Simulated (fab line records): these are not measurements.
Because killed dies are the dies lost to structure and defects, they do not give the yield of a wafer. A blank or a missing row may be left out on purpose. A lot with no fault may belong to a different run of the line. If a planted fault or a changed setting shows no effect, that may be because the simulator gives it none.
Chamber matching / flow n5 finfet / N5_MIM_TOP_LITHO_DESCUM_10 on rie diel-01: 4 sister chambers
The step chemistry O2, time 7.9 s. 14 wafers are shown with their chamber, then 7 later ones without.

== WAFERS WITH THEIR CHAMBER ==
wafer=L189.4; chamber=1; showerhead plenum p Torr (Torr)=2.23; drypump motor current A (A)=5.0; oes product au (a.u.)=0.83
wafer=L189.5; chamber=1; showerhead plenum p Torr (Torr)=2.23; drypump motor current A (A)=5.0; oes product au (a.u.)=0.84
wafer=L189.6; chamber=2; showerhead plenum p Torr (Torr)=2.09; drypump motor current A (A)=5.6; oes product au (a.u.)=0.74
wafer=L191.1; chamber=1; showerhead plenum p Torr (Torr)=2.23; drypump motor current A (A)=5.0; oes product au (a.u.)=0.84
wafer=L191.4; chamber=2; showerhead plenum p Torr (Torr)=2.09; drypump motor current A (A)=5.7; oes product au (a.u.)=0.73
wafer=L191.6; chamber=3; showerhead plenum p Torr (Torr)=2.01; drypump motor current A (A)=6.1; oes product au (a.u.)=0.74
wafer=L197.2; chamber=3; showerhead plenum p Torr (Torr)=2.00; drypump motor current A (A)=6.2; oes product au (a.u.)=0.73
wafer=L197.4; chamber=2; showerhead plenum p Torr (Torr)=2.09; drypump motor current A (A)=5.6; oes product au (a.u.)=0.72
wafer=L197.6; chamber=0; showerhead plenum p Torr (Torr)=2.00; drypump motor current A (A)=6.2; oes product au (a.u.)=0.76
wafer=L200.2; chamber=0; showerhead plenum p Torr (Torr)=2.00; drypump motor current A (A)=6.3; oes product au (a.u.)=0.77
wafer=L200.4; chamber=3; showerhead plenum p Torr (Torr)=2.00; drypump motor current A (A)=6.2; oes product au (a.u.)=0.73
wafer=L200.5; chamber=1; showerhead plenum p Torr (Torr)=2.23; drypump motor current A (A)=5.0; oes product au (a.u.)=0.81
wafer=L199.1; chamber=2; showerhead plenum p Torr (Torr)=2.08; drypump motor current A (A)=5.6; oes product au (a.u.)=0.72
wafer=L199.2; chamber=0; showerhead plenum p Torr (Torr)=2.00; drypump motor current A (A)=6.2; oes product au (a.u.)=0.75

SIGNATURES (averages over the wafers above)
reading=showerhead plenum p Torr; chamber 0=2.0000; chamber 1=2.2300; chamber 2=2.0875; chamber 3=2.0033; scatter within a chamber=0.00376
reading=drypump motor current A; chamber 0=6.233; chamber 1=5.000; chamber 2=5.625; chamber 3=6.167; scatter within a chamber=0.0456
reading=oes product au; chamber 0=0.7600; chamber 1=0.8300; chamber 2=0.7275; chamber 3=0.7333; scatter within a chamber=0.0107
Rule: a wafer's distance from a chamber is the root of the sum, over the readings, of the square of ((its reading less the chamber's mean) divided by the reading's scatter). If the next closest chamber is less than 2 further off than the closest, the wafer can't be placed; otherwise it belongs to the closest. The scatter: take each reading less its chamber's mean, square it, sum over the shown wafers, divide by the number of wafers less the number of chambers, and take the root.

== WAFERS WITH NO CHAMBER GIVEN ==
wafer=L199.5; showerhead plenum p Torr (Torr)=2.08; drypump motor current A (A)=5.6; oes product au (a.u.)=0.72
wafer=L202.2; showerhead plenum p Torr (Torr)=2.22; drypump motor current A (A)=5.0; oes product au (a.u.)=0.80
wafer=L202.3; showerhead plenum p Torr (Torr)=2.08; drypump motor current A (A)=5.6; oes product au (a.u.)=0.72
wafer=L202.5; showerhead plenum p Torr (Torr)=2.22; drypump motor current A (A)=5.0; oes product au (a.u.)=0.80
wafer=L204.2; showerhead plenum p Torr (Torr)=2.00; drypump motor current A (A)=6.2; oes product au (a.u.)=0.72
wafer=L204.3; showerhead plenum p Torr (Torr)=2.08; drypump motor current A (A)=5.6; oes product au (a.u.)=0.72
wafer=L204.5; showerhead plenum p Torr (Torr)=2.22; drypump motor current A (A)=5.0; oes product au (a.u.)=0.80

== WHICH CHAMBER EACH WENT THROUGH ==
wafer=L199.5; from the rows above=2; in truth=2
wafer=L202.2; from the rows above=1; in truth=1
wafer=L202.3; from the rows above=2; in truth=2
wafer=L202.5; from the rows above=1; in truth=1
wafer=L204.2; from the rows above=3; in truth=3
wafer=L204.3; from the rows above=2; in truth=2
wafer=L204.5; from the rows above=1; in truth=1
7 of 7 placed correctly. Can't be placed from these rows: 0. Number placed wrongly: 0.
